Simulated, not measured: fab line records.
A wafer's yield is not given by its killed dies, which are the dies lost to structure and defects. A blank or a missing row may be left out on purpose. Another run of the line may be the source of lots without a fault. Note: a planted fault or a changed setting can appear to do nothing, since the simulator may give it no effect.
A lot that was struck, set against a sound lot ; flow n5 finfet ; 16 steps out of a route of 1938
Sound: these wafers, L485.1, L485.3, L485.5. Wafers L490.1, L490.3, L490.4 were the ones struck. The cause is given at the end.
At each step with rows: each side's tool, then ch and its chambers, then its first start. Under that, the readings that differ: sound wafers ; struck wafers ; difference of the means ; sigmas: that difference in standard deviations of wafers without a fault.
alike: words and numbers the same on both sides, and readings whose means are apart by under 2 such deviations; not compared: readings that were withheld, readings missing a value for some wafer, numbers with overlapping values and no deviation given by the record, and bounds like >300 which may hide the same value.
A row with sigmas, a row that says differs or no value, or rows on one side alone: a step with any of these is where the two part. Numbers that don't overlap but have no deviation are shown without sigmas and don't part them. A reading missing from all wafers of one side parts the sides only when that side holds two or more wafers.

N5_HKMG_FIN_INSPECT_14: inspects for defects (macro).
  sound on defect inspect-02 at day 4 11:53; struck on defect inspect-02 at day 5 22:34
  alike: raw defect count
N5_HKMG_FIN_DESCUM_17: chemistry O2, time 7.9 s.
  sound on rie diel-02 ch 0,1,3, day 4 12:02; struck on rie diel-02 ch 1,2,3, day 5 22:44
  alike: drypump motor current A, o2 flow sccm, oes product au, rf vpp V, showerhead plenum p Torr, throttle valve pct
  not compared: rf hours counter h
then, 3 steps without rows for these wafers: N5_HKMG_FIN_ETCH_31 (etches SiARC in CF4, target depth 45.5 nm, time 75.8 s); N5_HKMG_FIN_ETCH_32 (etches SOC in N2/H2, target depth 240 nm, time 300 s); N5_HKMG_FIN_STRIP_33 (strips in N2/H2).
N5_HKMG_FIN_STRIP_34: strips in CF4.
  sound on rie diel-02 ch 0,1,3, day 4 12:19; struck on rie diel-02 ch 1,2,3, day 5 23:01
  alike: drypump motor current A, oes product au, power w, rf vpp V, showerhead plenum p Torr, throttle valve pct
  not compared: rf hours counter h
then, 3 steps without rows for these wafers: N5_HKMG_FIN_ETCH_35 (etches SOC in N2/H2, target depth 215.8 nm, time 243.4 s); N5_HKMG_FIN_STRIP_92 (strips SOC in N2/H2, time 20 s); N5_HKMG_FIN_WET_ETCH_18 (etches TiN in SC1, time 55 s, target depth 5.2 nm, rinse time 30 s).
N5_HKMG_FIN_STRIP_19: strips in N2/H2, time 360 s.
  sound on plasma asher-02 ch 0,1, day 4 12:38; struck on plasma asher-02 ch 0,1, day 5 23:20
  alike: drypump motor current A, heater power w
  not compared: rf hours counter h
N5_HKMG_FIN_ALD_91: deposits TiN, target thk 1 nm, pulse time 1 s, purge time 3 s.
  sound on ald metal-03 ch 0,2,3, day 4 13:01; struck on ald metal-02 ch 0,1,3, day 5 23:43
  alike: heater power w, precursor pulse height rel
then, 1 step without rows for these wafers: N5_HKMG_FIN_COAT_85 (time 60 s, resist thk 300 nm).
N5_HKMG_FIN_ETCH_86: etches SOC in N2/H2, stops on TiN, target depth 393.2 nm.
  sound on rie diel-02 ch 0,1,3, day 4 13:28; struck on rie diel-03 ch 1,2,3, day 6 00:08
  no value came back on the struck wafers for any of 7 readings (bias w (W), chamber pressure mTorr (mTorr) and others); on the sound wafers bias w (W) reads 61.18 61.13 60.85
reading;sound;struck;difference;sigmas
model.SOC_of_HKMG_FIN_COAT_85.thk nm (nm);16.4 19.4 13.6;300 299.6 299.4;+283;
  not compared: rf hours counter h
N5_HKMG_FIN_STRIP_89: strips SOC in N2/H2, time 20 s.
  sound on rie diel-02 ch 0,1,3, day 4 13:31; struck on rie diel-03 ch 1,2,3, day 6 00:12
  alike: drypump motor current A, oes product au, power w, rf vpp V, showerhead plenum p Torr, throttle valve pct
  not compared: rf hours counter h
N5_BEOL_M4_RC_MEAS_101:
  the record has rows for the sound wafers here (prober-02 ch 0, day 8 17:15) and none for the struck ones
-- the record jumps here: 9 days lie between the struck wafers' starts before and after (it left off in module BEOL_M4 and takes up again in module PASSIVATION, whose first step shown is number 1936 of the route) --
N5_PASSIVATION_PROBE_49:
  sound on prober-01 at day 12 16:25; struck on prober-02 at day 14 17:19
reading;sound;struck;difference;sigmas
defect limited yield (%);91.1 89.7 90.0;0 0 0;-90;-60
killed at front end;47 41 57;1129 1131 1129;+1081;+83
killed dies;105 122 118;1180 1180 1180;+1065;+59
killed on rim;9 15 13;152 152 152;+140;+33
sort_bin_5_function (%);5.6 5.7 6.5;97.5 96.7 96.4;+90.9;+91
sort n pass;1075 1058 1062;0 0 0;-1065;-59
sort yield pct (%);91.1 89.7 90.0;0 0 0;-90;-60
  alike: killed_at_M0_to_M3, killed_at_M4_up, killed at contacts, killed at other, killed open, killed short, sort_bin_6_memory, sort_bin_8_speed

## WHERE THEY PART
Earliest at N5_HKMG_FIN_ETCH_86; latest, in this record, at N5_PASSIVATION_PROBE_49.

WHY: what the simulator had put in
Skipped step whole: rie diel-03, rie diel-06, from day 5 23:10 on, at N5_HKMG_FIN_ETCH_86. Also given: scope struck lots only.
